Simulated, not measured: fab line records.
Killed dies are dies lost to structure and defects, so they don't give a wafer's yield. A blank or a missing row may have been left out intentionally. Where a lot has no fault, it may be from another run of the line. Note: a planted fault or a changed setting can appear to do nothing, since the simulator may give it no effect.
fab line records    flow nand-harc
[record] lots = 6  wafers = 18  last-day = 33
route steps=1302 shown P_CONTACT@248 P_M0@253
lots with no fault: from the same line, run without faults
start-h: hours from the record's opening day to when the first of the lot's shown wafers began    wait-h: hours since the lot's step before    " as in the row above    L1.1+2: a single row standing in for several wafers    - no value present, or no start provided    * or withheld: withheld    < > ~ a bound
route shown NAME@n: NAME is a module with steps in the file, n the number in the route of the first one    usual: the fault-free wafers' mean and standard deviation    same: alike in all rows    chamber/n: place in a boat    sites: each site's reading    _std_site: the values' standard deviation    _edge_site: outer sites' mean less inner sites'    radius-mm: for every site, how far away it sits from the centre of the wafer    mask NAME#n: copy n    behind: the tool/chamber that last shaped the wafer    hold: why the lot went on hold/how many hours it stayed there/how the hold came to an end    device: the transistor (n, p or np) that didn't switch    end of line: tests of these same wafers at the route's end    a step given without rows: its recipe and nothing more    killed: dies lost to structure and defects at the first sort, not the wafer's yield    map: a wafer's dies, marking killed ones x, the rest . and places with no die _
set.NAME: setting as actually run; set.NAME@STEP: the setting as run at that earlier step    model.NAME: the simulator's own value behind a step, which no gauge read
certain route steps with their lots: each step a table, each wafer a row
services: the hour from which a tool's chamber was out of use, counted from the record's first day as start-h (under 0 if before that day), plus the number of hours and why
[[steps]]
[step NHARC_P_CONTACT_CVD_23]
[recipe] target-thk-a = 2000  temp-c = 300  pressure-torr = 40  wf6-flow-sccm = 40  h2-flow-sccm = 1600  ar-flow-sccm = 1560  time-s = 557  material = W
[usual] chamber-pressure-Torr = 40.00/0.082  heater-power-w = 440/19  mfc-wf6-sccm = 40.01/0.11  susceptor-temp-C = 299.99/0.19  throttle-valve-pct = 7.92/0.19
lot.wafer  tool      chamber  start-h  wait-h  chamber-pressure-Torr  heater-power-w  mfc-wf6-sccm  susceptor-temp-C  throttle-valve-pct
L976.2     cvd-w-02  0        -        -       40.13                  433             40.15         299.76            8.03
L976.3     "         0        "        "       39.99                  415             40.19         299.99            7.92
L976.6     "         0        "        "       39.98                  423             40.17         299.77            7.86
L979.4     cvd-w-02  0        -        -       40.06                  431             39.85         300.13            7.88
L979.5     "         0        "        "       40.12                  424             39.82         299.84            7.74
L979.6     "         0        "        "       40.10                  424             39.91         300.20            7.88
L984.1     cvd-w-02  0        -        -       39.97                  420             39.96         299.83            7.77
L984.4     "         1        "        "       40.09                  448             39.85         299.90            8.26
L984.5     "         0        "        "       39.94                  415             39.97         299.70            8.24
L990.3     cvd-w-01  1        -        -       39.94                  437             39.97         299.96            7.97
L990.4     "         0        "        "       40.13                  466             40.01         299.89            7.88
L990.5     "         0        "        "       40.20                  451             40.03         299.82            7.56
L993.2     cvd-w-02  0        -        -       39.92                  422             39.91         299.89            7.97
L993.1     "         1        "        "       39.90                  439             39.91         299.84            7.89
L993.6     "         1        "        "       39.96                  440             39.93         300.01            8.00
L997.2     cvd-w-02  0        -        -       40.10                  430             39.95         -                 7.94
L997.1     "         1        "        "       40.07                  437             39.86         -                 8.10
L997.5     "         1        "        "       40.10                  442             40.11         -                 8.14
[step NHARC_P_CONTACT_CMP_24]
[recipe] t-overpolish-s = 30  target-thk-nm = 200
[usual] motor-current-A = 12.5/1.2  overpolish-run-s = 30.001/0.0087  retaining-ring-pressure-frac = 1.000/0.0049  time-to-endpoint-s = 41/3.8
lot.wafer  tool    chamber  start-h  wait-h  motor-current-A  overpolish-run-s  retaining-ring-pressure-frac  time-to-endpoint-s
L976.2     cmp-04  1        135.60   0.6     14.1             30.010            0.997                         48
L976.3     "       3        "        "       10.4             30.019            1.000                         41
L976.6     "       0        "        "       12.5             29.993            1.000                         43
L979.4     cmp-04  0        167.73   0.6     11.6             30.006            1.000                         40
L979.5     "       1        "        "       13.3             29.994            1.002                         45
L979.6     "       2        "        "       14.6             30.008            1.002                         42
L984.4     cmp-02  0        224.41   0.4     13.1             30.012            1.004                         42
L984.1     "       2        "        "       11.7             29.985            1.001                         43
L984.5     "       0        "        "       12.8             30.009            1.000                         41
L990.3     cmp-02  1        279.09   0.4     13.5             29.998            1.006                         41
L990.4     "       2        "        "       11.3             29.997            1.009                         47
L990.5     "       3        "        "       13.1             30.000            0.992                         46
L993.1     cmp-02  2        316.25   0.5     11.6             30.002            0.993                         45
L993.2     "       0        "        "       13.3             29.999            1.005                         49
L993.6     "       3        "        "       12.9             30.018            1.003                         45
L997.2     cmp-02  0        347.31   0.6     13.0             29.995            1.004                         42
L997.1     "       1        "        "       13.1             29.996            1.001                         36
L997.5     "       0        "        "       13.0             29.993            1.002                         41
[step NHARC_P_CONTACT_SRD_26]
[step NHARC_P_CONTACT_INSPECT_27]
[usual] raw-defect-count = 301/120
lot.wafer  tool               chamber  start-h  wait-h  raw-defect-count
L976.2     defect-inspect-02  -        135.98   0.1     335
L976.3     "                  -        "        "       342
L976.6     "                  -        "        "       579
L979.4     defect-inspect-02  -        168.06   0.1     359
L979.5     "                  -        "        "       155
L979.6     "                  -        "        "       158
L984.1     defect-inspect-02  -        224.82   0.1     317
L984.4     "                  -        "        "       455
L984.5     "                  -        "        "       377
L990.3     defect-inspect-01  -        279.44   0.1     347
L990.4     "                  -        "        "       314
L990.5     "                  -        "        "       262
L993.1     defect-inspect-02  -        316.65   0.1     523
L993.2     "                  -        "        "       244
L993.6     "                  -        "        "       321
L997.1     defect-inspect-01  -        347.69   0.1     130
L997.2     "                  -        "        "       336
L997.5     "                  -        "        "       233
[step NHARC_P_M0_DEP_00]
[recipe] target-thk-a = 1500  target-thk-nm = 150  temp-c = withheld  pressure-torr = 5  flow-sccm = 200  rf-w = 600  material = SiOC
[step NHARC_P_M0_DEHYDRATE_01]
[recipe] temp-c = 150  time-s = 120
[step NHARC_P_M0_HMDS_02]
[recipe] time-s = 30
[step NHARC_P_M0_COAT_33]
[recipe] temp-c = 200  time-s = 65
[step NHARC_P_M0_COAT_03]
[recipe] spin-rpm = 1500  resist-thk-nm = 90
[step NHARC_P_M0_SOFTBAKE_04]
[recipe] temp-c = 105  time-s = 55
[step NHARC_P_M0_EBR_05]
[step NHARC_P_M0_EXPOSE_06]
[recipe] na = 1.35  target-cd-nm = 90  dose-mj = 81.28  mask-id = P_M0
[usual] exposure-dose-mJ-cm2 = 81.27/0.082
lot.wafer  tool             chamber  start-h  wait-h  mask    exposure-dose-mJ-cm2
L976.2     arfi-scanner-01  0        136.74   -       P_M0#0  81.33
L976.3     "                0        "        "       P_M0#0  81.31
L976.6     "                0        "        "       P_M0#0  81.38
L979.4     arfi-scanner-02  0        168.84   -       P_M0#0  81.16
L979.5     "                0        "        "       P_M0#0  81.29
L979.6     "                0        "        "       P_M0#0  81.18
L984.1     arfi-scanner-02  0        225.58   -       P_M0#0  42.50
L984.4     "                0        "        "       P_M0#0  42.49
L984.5     "                0        "        "       P_M0#0  42.54
L990.3     arfi-scanner-02  0        280.21   -       P_M0#0  50.30
L990.4     "                0        "        "       P_M0#0  50.17
L990.5     "                0        "        "       P_M0#0  50.30
L993.1     arfi-scanner-03  0        317.46   -       P_M0#0  81.18
L993.2     "                0        "        "       P_M0#0  81.15
L993.6     "                0        "        "       P_M0#0  81.14
L997.1     arfi-scanner-01  0        348.45   -       P_M0#0  81.08
L997.2     "                0        "        "       P_M0#0  81.27
L997.5     "                0        "        "       P_M0#0  81.27
[step NHARC_P_M0_PEB_07]
[recipe] peb-temp-c = 100  peb-time-s = 65
[step NHARC_P_M0_DEVELOP_08]
[recipe] develop-time-s = 35  dev-temp-c = 23
[step NHARC_P_M0_CD_MEAS_09]
[recipe] target-cd-nm = 90  landing-energy-ev = 500
[usual] cd-nm = 89.9/0.7
lot.wafer  tool       chamber  start-h  wait-h  cd-nm
L976.2     cd-sem-01  0        136.88   -       89.5
L976.3     "          0        "        "       89.4
L976.6     "          0        "        "       88.8
L979.4     cd-sem-01  0        168.97   -       89.7
L979.5     "          0        "        "       89.7
L979.6     "          0        "        "       90.0
L984.1     cd-sem-01  0        225.72   -       51.7
L984.4     "          0        "        "       51.4
L984.5     "          0        "        "       51.0
L990.3     cd-sem-01  0        280.35   -       59.9
L990.4     "          0        "        "       59.1
L990.5     "          0        "        "       59.9
L993.1     cd-sem-02  0        317.60   -       90.1
L993.2     "          0        "        "       90.7
L993.6     "          0        "        "       89.5
L997.1     cd-sem-01  0        348.59   -       91.3
L997.2     "          0        "        "       90.7
L997.5     "          0        "        "       90.1
[step NHARC_P_M0_OVL_MEAS_10]
[recipe] pitch-nm = 180
[usual] overlay-x-nm = -0.2/0.75  overlay-y-nm = 0.4/0.76
lot.wafer  tool        chamber  start-h  wait-h  overlay-x-nm  overlay-y-nm
L976.2     overlay-01  -        136.97   -       -0.4          1.1
L976.3     "           -        "        "       -0.4          0.9
L976.6     "           -        "        "       -0.8          1.1
L979.4     overlay-02  -        169.06   -       -1.1          0.0
L979.5     "           -        "        "       -0.9          0.2
L979.6     "           -        "        "       -0.7          0.0
L984.1     overlay-02  -        225.81   -       -0.2          1.4
L984.4     "           -        "        "       0.2           1.8
L984.5     "           -        "        "       0.1           1.8
L990.3     overlay-01  -        280.43   -       -1.3          0.5
L990.4     "           -        "        "       -1.5          0.7
L990.5     "           -        "        "       -1.5          0.7
L993.1     overlay-02  -        317.69   -       -0.9          1.2
L993.2     "           -        "        "       -0.7          1.5
L993.6     "           -        "        "       -1.0          1.3
L997.1     overlay-01  -        348.67   -       0.5           -0.1
L997.2     "           -        "        "       0.8           -0.3
L997.5     "           -        "        "       0.2           -0.7
[step NHARC_P_M0_INSPECT_11]
[usual] raw-defect-count = 4.5/2.6
lot.wafer  tool               chamber  start-h  wait-h  raw-defect-count
L976.2     defect-inspect-02  -        137.00   0.0     5
L976.3     "                  -        "        "       6
L976.6     "                  -        "        "       5
L979.4     defect-inspect-02  -        169.09   0.0     4
L979.5     "                  -        "        "       3
L979.6     "                  -        "        "       2
L984.1     defect-inspect-02  -        225.85   0.0     3
L984.4     "                  -        "        "       3
L984.5     "                  -        "        "       3
L990.3     defect-inspect-01  -        280.47   0.0     2
L990.4     "                  -        "        "       1
L990.5     "                  -        "        "       3
L993.1     defect-inspect-02  -        317.72   0.0     6
L993.2     "                  -        "        "       1
L993.6     "                  -        "        "       1
L997.1     defect-inspect-01  -        348.71   0.0     3
L997.2     "                  -        "        "       3
L997.5     "                  -        "        "       3
[step NHARC_P_M0_DESCUM_14]
[recipe] time-s = 3  o2-flow-sccm = 200  ar-flow-sccm = 0  bias-power-w = 0  chemistry = O2
[usual] drypump-motor-current-A = 5.6/0.48  oes-product-au = 1.003/0.0092  rf-vpp-V = 58.0/0.81  showerhead-plenum-p-Torr = 1.97/0.042  throttle-valve-pct = 11.310/0.0092
lot.wafer  tool         chamber  start-h  wait-h  drypump-motor-current-A  oes-product-au  rf-hours-counter-h  rf-vpp-V  showerhead-plenum-p-Torr  throttle-valve-pct  model.P_M0.cd-nm
L976.2     rie-diel-13  2        137.07   0.1     6.0                      1.005           23                  58.1      2.01                      11.304              88.99
L976.3     "            3        "        "       5.2                      1.006           23                  58.0      1.98                      11.321              88.83
L976.6     "            1        "        "       6.1                      1.010           -                   58.6      1.98                      11.286              88.94
L979.4     rie-diel-05  0        169.15   0.1     4.7                      0.995           30                  59.2      2.07                      11.310              89.3
L979.6     "            0        "        "       4.7                      0.991           -                   57.7      2.07                      11.305              89.1
L979.5     "            1        "        "       4.8                      1.014           -                   57.3      1.92                      11.317              90.38
L984.1     rie-diel-05  3        225.95   0.1     5.7                      1.006           48                  57.4      1.97                      11.314              51.34
L984.4     "            0        "        "       4.6                      1.001           46                  58.2      2.06                      11.316              50.98
L984.5     "            1        "        "       4.7                      1.006           -                   59.1      1.92                      11.317              51.59
L990.4     rie-diel-13  2        280.54   0.1     6.0                      1.004           20                  57.5      2.00                      11.322              58.97
L990.3     "            0        "        "       5.8                      1.006           19                  56.5      1.92                      11.309              60.02
L990.5     "            2        "        "       6.0                      1.001           -                   58.7      2.00                      11.305              59.27
L993.2     rie-diel-13  1        317.79   0.1     6.1                      1.005           25                  57.6      1.97                      11.315              90.09
L993.1     "            3        "        "       5.1                      1.006           24                  56.5      1.97                      11.306              90.27
L993.6     "            0        "        "       5.8                      1.002           -                   57.1      1.91                      11.295              88.79
L997.1     rie-diel-02  0        348.77   0.1     4.9                      0.999           41                  59.1      2.00                      11.322              91.58
L997.2     "            3        "        "       5.1                      0.999           42                  57.0      1.85                      11.322              90.9
L997.5     "            0        "        "       4.9                      1.002           -                   57.2      2.00                      11.309              90.09
[step NHARC_P_M0_ETCH_34]
[recipe] target-depth-a = 400  overetch-a = 120  time-s = 43.94  ion-energy-ev = 200  n2-flow-sccm = 150  h2-flow-sccm = 150  ar-flow-sccm = 0  rf-w = 400  bias-w = 150  chemistry = N2/H2
[usual] drypump-motor-current-A = 5.7/0.47  oes-product-au = 1.003/0.0083  rf-vpp-V = 432.1/1.5  showerhead-plenum-p-Torr = 2.10/0.045  throttle-valve-pct = 14.171/0.0099
lot.wafer  tool         chamber  start-h  wait-h  drypump-motor-current-A  oes-product-au  rf-hours-counter-h  rf-vpp-V  showerhead-plenum-p-Torr  throttle-valve-pct
L976.3     rie-diel-13  2        137.15   0.1     6.0                      0.999           23                  434.2     2.15                      14.162
L976.2     "            0        "        "       5.8                      0.982           24                  431.8     2.05                      14.157
L976.6     "            1        "        "       6.1                      0.993           -                   432.8     2.11                      14.175
L979.4     rie-diel-05  2        169.24   0.1     5.9                      1.000           32                  430.4     2.08                      14.184
L979.5     "            1        "        "       4.7                      0.999           -                   429.1     2.05                      14.167
L979.6     "            2        "        "       5.9                      1.003           -                   431.2     2.08                      14.160
L984.1     rie-diel-05  2        226.07   0.1     5.9                      1.006           50                  430.7     2.07                      14.161
L984.4     "            1        "        "       4.7                      1.000           47                  432.1     2.04                      14.157
L984.5     "            3        "        "       5.8                      1.009           -                   432.4     2.10                      14.170
L990.4     rie-diel-13  3        280.62   0.1     5.2                      1.011           20                  431.8     2.10                      14.182
L990.3     "            1        "        "       6.0                      1.003           20                  431.8     2.10                      14.170
L990.5     "            2        "        "       6.0                      1.008           -                   433.4     2.14                      14.184
L993.2     rie-diel-13  1        317.87   0.1     6.1                      1.002           25                  431.0     2.10                      14.162
L993.1     "            3        "        "       5.1                      1.008           24                  432.1     2.10                      14.170
L993.6     "            2        "        "       6.0                      0.998           -                   432.1     2.14                      14.158
L997.2     rie-diel-02  2        348.86   0.1     5.7                      1.020           39                  430.0     2.07                      14.172
L997.1     "            3        "        "       5.1                      1.005           42                  429.9     1.97                      14.173
L997.5     "            2        "        "       5.7                      1.023           -                   430.9     2.07                      14.159
[step NHARC_P_M0_ETCH_15]
[recipe] target-depth-a = 1500  overetch-a = 150  time-s = 82.5  c4f8-flow-sccm = withheld  ar-flow-sccm = 400  rf-w = 600  bias-w = 300  chemistry = C4F8/Ar
[usual] oes-product-au = 0.958/0.019  rf-vpp-V = 442.5/1.5
lot.wafer  tool         chamber  start-h  wait-h  oes-product-au  rf-hours-counter-h  rf-vpp-V  model.P_M0.cd-nm
L976.3     rie-diel-13  3        -        -       0.994           23                  442.4     88.87
L976.2     "            1        "        "       0.964           22                  441.2     88.93
L976.6     "            3        "        "       0.990           -                   443.9     89.07
L979.4     rie-diel-05  1        -        -       0.926           31                  439.9     89.18
L979.5     "            1        "        "       0.926           -                   441.2     89.97
L979.6     "            2        "        "       0.924           -                   442.9     89.12
L984.1     rie-diel-05  3        -        -       0.937           48                  442.5     51.61
L984.4     "            1        "        "       0.935           47                  440.6     50.73
L984.5     "            2        "        "       0.929           -                   441.8     51.15
L990.3     rie-diel-13  3        -        -       0.966           20                  443.7     60.58
L990.4     "            1        "        "       0.953           20                  443.7     59.35
L990.5     "            0        "        "       0.974           -                   440.7     59.74
L993.1     rie-diel-13  3        -        -       0.983           24                  442.8     90.41
L993.2     "            0        "        "       0.968           25                  440.5     90.19
L993.6     "            3        "        "       0.987           -                   443.2     88.93
L997.2     rie-diel-02  1        -        -       0.925           38                  443.9     91.38
L997.1     "            2        "        "       0.929           39                  442.6     91.48
L997.5     "            2        "        "       0.931           -                   441.8     90.37
[step NHARC_P_M0_CD_MEAS_16]
[usual] cd-nm = 89.8/0.9
lot.wafer  tool       chamber  start-h  wait-h  cd-nm
L976.2     cd-sem-02  -        137.36   -       89.1
L976.3     "          -        "        "       89.2
L976.6     "          -        "        "       89.1
L979.4     cd-sem-03  -        169.46   -       89.3
L979.5     "          -        "        "       89.6
L979.6     "          -        "        "       89.5
L984.1     cd-sem-02  -        226.29   -       51.6
L984.4     "          -        "        "       50.4
L984.5     "          -        "        "       51.2
L990.3     cd-sem-02  -        280.85   -       60.5
L990.4     "          -        "        "       59.1
L990.5     "          -        "        "       59.7
L993.1     cd-sem-03  -        318.08   -       90.4
L993.2     "          -        "        "       90.1
L993.6     "          -        "        "       88.9
L997.1     cd-sem-03  -        349.07   -       91.3
L997.2     "          -        "        "       91.5
L997.5     "          -        "        "       90.4
[step NHARC_P_M0_STRIP_18]
[recipe] power-w = 1000  n2-flow-sccm = 150  h2-flow-sccm = 150  ar-flow-sccm = 0  bias-w = 0  chemistry = N2/H2
[usual] drypump-motor-current-A = 5.5/0.5  oes-product-au = 1.002/0.0085  rf-vpp-V = 91.0/0.91  showerhead-plenum-p-Torr = 2.09/0.052  throttle-valve-pct = 14.171/0.0087
lot.wafer  tool         chamber  start-h  wait-h  drypump-motor-current-A  oes-product-au  rf-hours-counter-h  rf-vpp-V  showerhead-plenum-p-Torr  throttle-valve-pct
L976.3     rie-diel-13  0        137.49   0.1     5.8                      0.989           24                  90.7      2.05                      14.175
L976.2     "            1        "        "       6.1                      0.999           22                  91.2      2.11                      14.168
L976.6     "            3        "        "       5.2                      1.005           -                   91.5      2.11                      14.176
L979.4     rie-diel-05  3        169.60   0.1     5.7                      0.999           31                  91.7      2.10                      14.173
L979.6     "            0        "        "       4.7                      0.995           -                   91.7      2.21                      14.179
L979.5     "            1        "        "       4.7                      1.009           -                   90.9      2.05                      14.166
L984.4     rie-diel-05  1        226.46   0.2     4.7                      0.995           47                  89.7      2.04                      14.183
L984.1     "            2        "        "       5.9                      0.996           50                  91.5      2.07                      14.176
L984.5     "            1        "        "       4.7                      1.010           -                   90.9      2.04                      14.165
L990.4     rie-diel-02  3        280.98   0.1     5.1                      1.011           19                  90.2      1.98                      14.162
L990.3     "            0        "        "       4.9                      0.986           17                  91.5      2.14                      14.179
L990.5     "            1        "        "       6.0                      0.997           -                   93.1      2.19                      14.165
L993.2     rie-diel-05  0        318.16   0.1     4.7                      1.010           25                  91.9      2.19                      14.160
L993.1     "            2        "        "       5.9                      1.015           27                  90.9      2.06                      14.177
L993.6     "            0        "        "       4.7                      1.019           -                   90.7      2.19                      14.171
L997.2     rie-diel-02  3        349.16   0.1     5.1                      1.004           42                  90.6      1.97                      14.180
L997.1     "            0        "        "       4.9                      1.000           41                  91.8      2.13                      14.172
L997.5     "            0        "        "       4.9                      1.001           -                   90.7      2.13                      14.165
[[services]]
tool             chamber  start-h  hours  kind
rie-diel-13      1        115.20   4.2    repair
cmp-02           -        134.51   4.0    pm
arfi-scanner-02  -        140.01   4.0    pm
cmp-02           -        144.11   29.0   repair
cvd-w-02         1        156.04   16.7   repair
rie-diel-13      -        165.09   9.0    pm
cmp-02           -        182.35   4.2    repair
cmp-02           -        200.26   2.6    repair
cmp-02           -        212.58   0.4    repair
rie-diel-02      -        218.34   9.0    pm
arfi-scanner-02  -        220.20   2.8    repair
rie-diel-05      -        232.06   9.0    pm
cmp-02           -        232.51   4.0    pm
arfi-scanner-02  -        251.97   0.7    repair
cvd-w-02         0        253.41   3.6    repair
arfi-scanner-02  -        268.87   5.0    repair
cvd-w-02         -        269.00   13.0   pm
cmp-02           -        279.68   0.3    repair
arfi-scanner-02  -        312.01   4.0    pm
rie-diel-05      2        324.99   19.8   repair
rie-diel-13      -        325.27   0.3    repair
cmp-02           -        330.51   4.0    pm
rie-diel-13      -        342.16   9.0    pm
cmp-02           -        344.82   2.1    repair
[[key]]
[first-sign] step = NHARC_P_M0_EXPOSE_06  reading = exposure-dose-mJ-cm2  direction = down  sigmas = 99+  usual = 81.27  struck = 46.38
[effect] step = NHARC_P_M0_CD_MEAS_09  reading = cd-nm  direction = down  sigmas = 49  usual = 89.9  struck = 55.5  through = control-loop
[effect] step = NHARC_P_M0_CD_MEAS_16  reading = cd-nm  direction = down  sigmas = 38  usual = 89.8  struck = 55.4  through = control-loop
[model-effect] step = NHARC_P_M0_DESCUM_14  value = P_M0.cd-nm  without = 90.25  struck = 55.36
[model-effect] step = NHARC_P_M0_ETCH_15  value = P_M0.cd-nm  without = 90.42  struck = 55.53
met-at NHARC_P_M0_EXPOSE_06
struck-wafers L984.1,L984.4,L984.5,L990.3,L990.4,L990.5
later-rows-left-out L984.1,L984.4,L984.5,L990.3,L990.4,L990.5
sort-left-out L984.1,L984.4,L984.5,L990.3,L990.4,L990.5
[loop-trim] step = NHARC_P_M0_EXPOSE_06  setting = dose  lots = L990
onset-between 168.84 225.58
[fault] kind = process-parameter-drift  tool = arfi-scanner-02  chamber = -  onset-h = 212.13  steps = NHARC_P_M0_EXPOSE_06  channel = dose-mj  offset = -38.754  shape = step  acts-in = these-recipes-only  stated = 81.28
// sort-left-out: the simulated sort isn't trusted on such a fault, so these wafers' sort isn't shown, and their yield isn't known
// later-rows-left-out: the simulator's readings of these wafers behind a module that went badly wrong aren't trusted and aren't shown, but for the sort
// loop-trim: a control loop set the setting to another value than it would have without faults
